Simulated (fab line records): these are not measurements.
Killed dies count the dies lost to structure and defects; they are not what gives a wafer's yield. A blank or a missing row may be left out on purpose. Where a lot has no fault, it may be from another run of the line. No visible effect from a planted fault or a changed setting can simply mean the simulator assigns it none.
A lot that was struck, set against a sound lot + flow nand_harc + 15 out of 1159 route steps
Sound: the wafers L210.1, L210.3, L210.6. Wafers L213.2, L213.4, L213.6 were the ones struck. The cause comes at the end.
For every step that has rows: the tool of each side, followed by ch and its chambers, followed by its first start. Under that, the readings that differ: sound wafers + struck wafers + difference of the means + sigmas: that difference in standard deviations of wafers without a fault.
alike: same words and numbers on both sides, and readings whose means sit less than 2 such deviations apart. not compared: any withheld reading, any reading some wafer has no value for, any bound like >300 that may hide the same value, and any number with overlapping values for which the record gives no deviation.
Wherever a step has rows on one side only, a row that says differs or no value, or a row with sigmas, the two part there. Numbers that don't overlap but have no deviation are shown without sigmas and don't part them. Lack of a reading on every wafer of one side parts them only where that side has two or more wafers.

NHARC_A_CONTACT_ETCH_137: etches the open film in C4F8/O2/Ar, time 132 s, target depth 1287 nm.
  sound on har_cap_etch-02 ch 0,1, day 18 17:02; struck on har_cap_etch-03 ch 1, day 19 00:58
  not compared: rf_hours_counter_h
then, 2 steps without rows for these wafers: NHARC_A_CONTACT_ETCH_138 (etches the open film in C4F8/O2/Ar, time 132 s, target depth 1289 nm); NHARC_A_CONTACT_ETCH_139 (etches the open film in C4F8/O2/Ar, time 137 s, target depth 590 nm).
NHARC_A_CONTACT_ETCH_92: etches the open film in CH3F/O2, target depth 40 nm, time 85.7 s.
  sound on rie_diel-07 ch 0,3, day 18 17:40; struck on rie_diel-07 ch 1,3, day 19 01:37
  alike: drypump_motor_current_A, oes_product_au, rf_vpp_V, showerhead_plenum_p_Torr, throttle_valve_pct
  not compared: rf_hours_counter_h
then, 1 step without rows for these wafers: NHARC_A_CONTACT_ETCH_98 (etches the open film in C4F6/O2, target depth 20 nm, time 10 s).
NHARC_A_CONTACT_CD_MEAS_15:
  sound on cd_sem-01, day 18 17:53; struck on cd_sem-02, day 19 01:50
  alike: cd_nm
then, 3 steps without rows for these wafers: NHARC_A_CONTACT_STRIP_107 (strips in N2/H2); NHARC_A_CONTACT_STRIP_108 (strips in CF4/CHF3); NHARC_A_CONTACT_STRIP_109 (strips in O2/COS).
NHARC_A_CONTACT_ETCH_110: etches the open film in CF4/O2, target depth 50 nm, overetch 5 nm, time 27.5 s.
  sound on rie_diel-09 ch 0,1,3, day 18 18:13; struck on rie_diel-07 ch 2,3, day 19 02:09
  alike: drypump_motor_current_A, oes_product_au, rf_vpp_V, showerhead_plenum_p_Torr, throttle_valve_pct
  not compared: rf_hours_counter_h
NHARC_A_CONTACT_STRIP_26: strips in O2.
  sound: rie_diel-09 ch 1,2,3; struck: rie_diel-07 ch 1,2
  alike: drypump_motor_current_A, oes_product_au, rf_vpp_V, showerhead_plenum_p_Torr, throttle_valve_pct
  not compared: rf_hours_counter_h
then, 1 step without rows for these wafers: NHARC_A_CONTACT_STRIP_27 (strips in post etch residue remover, time 600 s).
NHARC_A_CONTACT_ALD_18: deposits TiN, target thk 3 nm, pulse time 1 s, ald cycles 150.
  sound on ald_metal-04 ch 1,2,3, day 18 18:54; struck on ald_metal-01 ch 0,2,3, day 19 02:53
| reading    | sound       | struck   | difference | sigmas |
|------------|-------------|----------|------------|--------|
| ald_cycles | 150 150 150 | 68 68 68 | -82        |        |
  alike: heater_power_w, precursor_pulse_height_rel
NHARC_A_CONTACT_CVD_19: deposits W, target thk 300 nm, time 802 s.
  sound: cvd_w-02 ch 1; struck: cvd_w-02 ch 0
  alike: heater_power_w, throttle_valve_pct
NHARC_END_SORT_01:
  here the record holds rows for the struck wafers (prober-02 ch 0, day 21 02:44) but none for the sound ones

## WHERE THEY PART
Only at NHARC_END_SORT_01, within this record.

WHY: what had been put in by the simulator
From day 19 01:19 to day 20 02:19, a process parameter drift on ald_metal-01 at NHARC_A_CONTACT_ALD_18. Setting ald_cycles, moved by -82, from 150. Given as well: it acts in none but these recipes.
